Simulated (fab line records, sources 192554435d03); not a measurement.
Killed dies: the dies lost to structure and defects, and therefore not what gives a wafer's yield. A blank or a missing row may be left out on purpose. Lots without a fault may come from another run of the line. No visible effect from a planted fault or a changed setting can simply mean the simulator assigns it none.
Struck lot and sound lot, side by side    flow n5 finfet    38 steps out of a route of 1938
Sound: wafers L815.1, L815.2, L815.5. Struck: wafer L824.1. (L824.3, L824.5 of the same lot were not struck and are left out.) The cause comes at the end.
Order at every step that has rows: each side's tool, ch and its chambers, its first start. Under that, the readings that differ: sound wafers    struck wafers    difference of the means    sigmas: that difference in standard deviations of wafers without a fault.
alike: readings whose means differ by less than 2 such deviations, and words and numbers that are the same on both sides. not compared: withheld readings, readings that some wafer has no value for, bounds like >300 that may hide the same value, and numbers for which the record gives no deviation and whose values overlap.
Wherever a step has rows on one side only, a row that says differs or no value, or a row with sigmas, the two part there. Non-overlapping numbers with no deviation appear without sigmas and do not part them. A reading that every wafer of one side lacks parts them only if that side has two wafers or more.

first, 8 steps without rows for these wafers: N5_MOL_CONTACT_COAG_ANNEAL_112 (time 1800 s); N5_BEOL_M0_SAQP_PECVD_00 (deposits SiCN from 3MS/NH3, target thk 8 nm, time 14 s); N5_BEOL_M0_SAQP_ILD_DEP_01 (deposits SiOC from DEMS/O2, target thk 45.419 nm, time 8.7 s); N5_BEOL_M0_SAQP_HM_DEP_02 (deposits TiN, target thk 12 nm); N5_BEOL_M0_SAQP_PECVD_03 (deposits SiCN from 3MS/NH3, target thk 12 nm, time 21.1 s); N5_BEOL_M0_SAQP_PECVD_96 (deposits a-Si from SiH4/He, target thk 45 nm, time 45.2 s); N5_BEOL_M0_SAQP_PECVD_97 (deposits SiNx from SiH4/NH3/N2, target thk 23 nm, time 19.9 s); N5_BEOL_M0_SAQP_PECVD_04 (deposits a-Si from SiH4/He, target thk 60 nm, time 60.2 s).
N5_BEOL_M0_SAQP_HM_DEP_111: deposits SiO2 from SiH4/N2O, target thk 12 nm, time 7.2 s.
  sound on pecvd-04 ch 0,1,2, day 6 00:21; struck on pecvd-04 ch 1, day 10 17:48
  alike: heater power w, showerhead plenum p Torr
then, 25 steps without rows for these wafers: N5_BEOL_M0_SAQP_COAT_81 (time 60 s, resist thk 100 nm); N5_BEOL_M0_SAQP_COAT_82 (time 60 s, resist thk 30 nm); N5_BEOL_M0_SAQP_COAT_08 (resist thk 90 nm); N5_BEOL_M0_SAQP_EBR_10; N5_BEOL_M0_SAQP_SOFTBAKE_09 (time 60 s); N5_BEOL_M0_SAQP_EXPOSE_11 (exposes mask M0 CORE, target cd 42 nm); N5_BEOL_M0_SAQP_PEB_12 (peb time 60 s); N5_BEOL_M0_SAQP_DEVELOP_13 (develop time 30 s); N5_BEOL_M0_SAQP_DESCUM_19 (chemistry O2, time 7.9 s); N5_BEOL_M0_SAQP_ETCH_83 (etches SiARC in CF4, target depth 39 nm, time 65 s); N5_BEOL_M0_SAQP_ETCH_84 (etches SOC in N2/H2, target depth 100 nm, overetch 20 nm, time 150 s); N5_BEOL_M0_SAQP_STRIP_80 (strips in N2/H2); N5_BEOL_M0_SAQP_HM_OPEN_112 (chemistry CHF3/O2, target SiO2, stops on a-Si, target depth 12 nm, time 13.5 s); N5_BEOL_M0_SAQP_STRIP_113 (strips in CHF3/O2); N5_BEOL_M0_SAQP_MANDREL_ETCH_20 (etches a-Si in HBr/Cl2, stops on SiNx, target depth 60 nm, bt time 10 s, time 30 s); N5_BEOL_M0_SAQP_STRIP_86 (strips in N2/H2); N5_BEOL_M0_SAQP_STRIP_115 (strips in post etch residue remover, time 60 s); N5_BEOL_M0_SAQP_SRD_93 (time 30 s); N5_BEOL_M0_SAQP_RECESS_114 (chemistry HF/NH3, target SiO2, target depth 14.4 nm, afs cycles 3, sublimation time 60 s); N5_BEOL_M0_SAQP_SPACER1_ALD_98 (deposits SiO2, target thk 12.8 nm, pulse time 1 s, purge time 2 s); N5_BEOL_M0_SAQP_SPACER1_ETCHBACK_99 (etches SiO2 in CHF3/O2, target depth 15.4 nm, time 7.7 s); N5_BEOL_M0_SAQP_MANDREL1_REMOVE_100 (chemistry HBr/Cl2/O2, target a-Si, stops on SiNx, bt time 10 s); N5_BEOL_M0_SAQP_ETCH_101 (etches SiNx in CH3F/O2, target depth 29.9 nm, time 42.7 s); N5_BEOL_M0_SAQP_ETCH_102 (etches SiO2 in CF4, target depth 4 nm, time 4.4 s); N5_BEOL_M0_SAQP_MANDREL_ETCH_103 (etches a-Si in HBr/Cl2, stops on SiCN, target depth 45 nm, bt time 10 s, time 27 s).
N5_BEOL_M0_SAQP_INSPECT_42: inspects for defects (brightfield).
  sound on defect inspect-01 at day 6 04:37; struck on defect inspect-02 at day 10 23:56
reading           sound        struck  difference  sigmas
raw defect count  419 300 354  566     +208        +3
N5_BEOL_M0_CUTY_INSPECT_59: inspects for defects (macro).
  sound on defect inspect-02 at day 6 06:01; struck on defect inspect-02 at day 11 02:20
reading           sound  struck  difference  sigmas
raw defect count  1 1 3  258     +256        +99 or more
-- record jumps: 2 days separate the struck wafers' starts on either side; left off in module BEOL_M0_CUTY, taken up again in module BEOL_M4, whose first shown step is the route's number 1111 --
N5_BEOL_M4_RC_MEAS_101:
  sound on prober-01 ch 0, day 8 05:53; struck on prober-01 ch 0, day 13 07:28
reading    sound           struck  difference  sigmas
VT_P (mV)  -256 -255 -256  -249    +7          +2
  alike: DIBL_N, DIBL_P, IOFF_N, IOFF_P, ION_N, ION_P, SS_N, SS_P, VT_N
-- the record jumps here: 4 days lie between the struck wafers' starts before and after (it left off in module BEOL_M4 and takes up again in module PASSIVATION, whose first step shown is number 1936 of the route) --
N5_PASSIVATION_PROBE_49:
  sound on prober-01 at day 11 15:42; struck on prober-01 at day 17 18:24
reading                   sound           struck  difference  sigmas
defect limited yield (%)  91.3 91.5 88.2  83.6    -6.7        -4
killed_at_M0_to_M3        18 29 37        117     +89         +9
killed at contacts        18 12 30        5       -15         -2
killed dies               103 100 139     194     +80         +4
sort_bin_5_function (%)   5.1 5.2 7.4     10.5    +4.6        +5
sort n pass               1077 1080 1041  986     -80         -4
sort yield pct (%)        91.3 91.5 88.2  83.6    -6.7        -4
  alike: killed_at_M4_up, killed at front end, killed at other, killed on rim, killed open, killed short, sort_bin_6_memory

WHERE THEY PART
Last at N5_PASSIVATION_PROBE_49 as far as this record goes, first at N5_BEOL_M0_SAQP_INSPECT_42.

WHY: the cause the simulator had injected
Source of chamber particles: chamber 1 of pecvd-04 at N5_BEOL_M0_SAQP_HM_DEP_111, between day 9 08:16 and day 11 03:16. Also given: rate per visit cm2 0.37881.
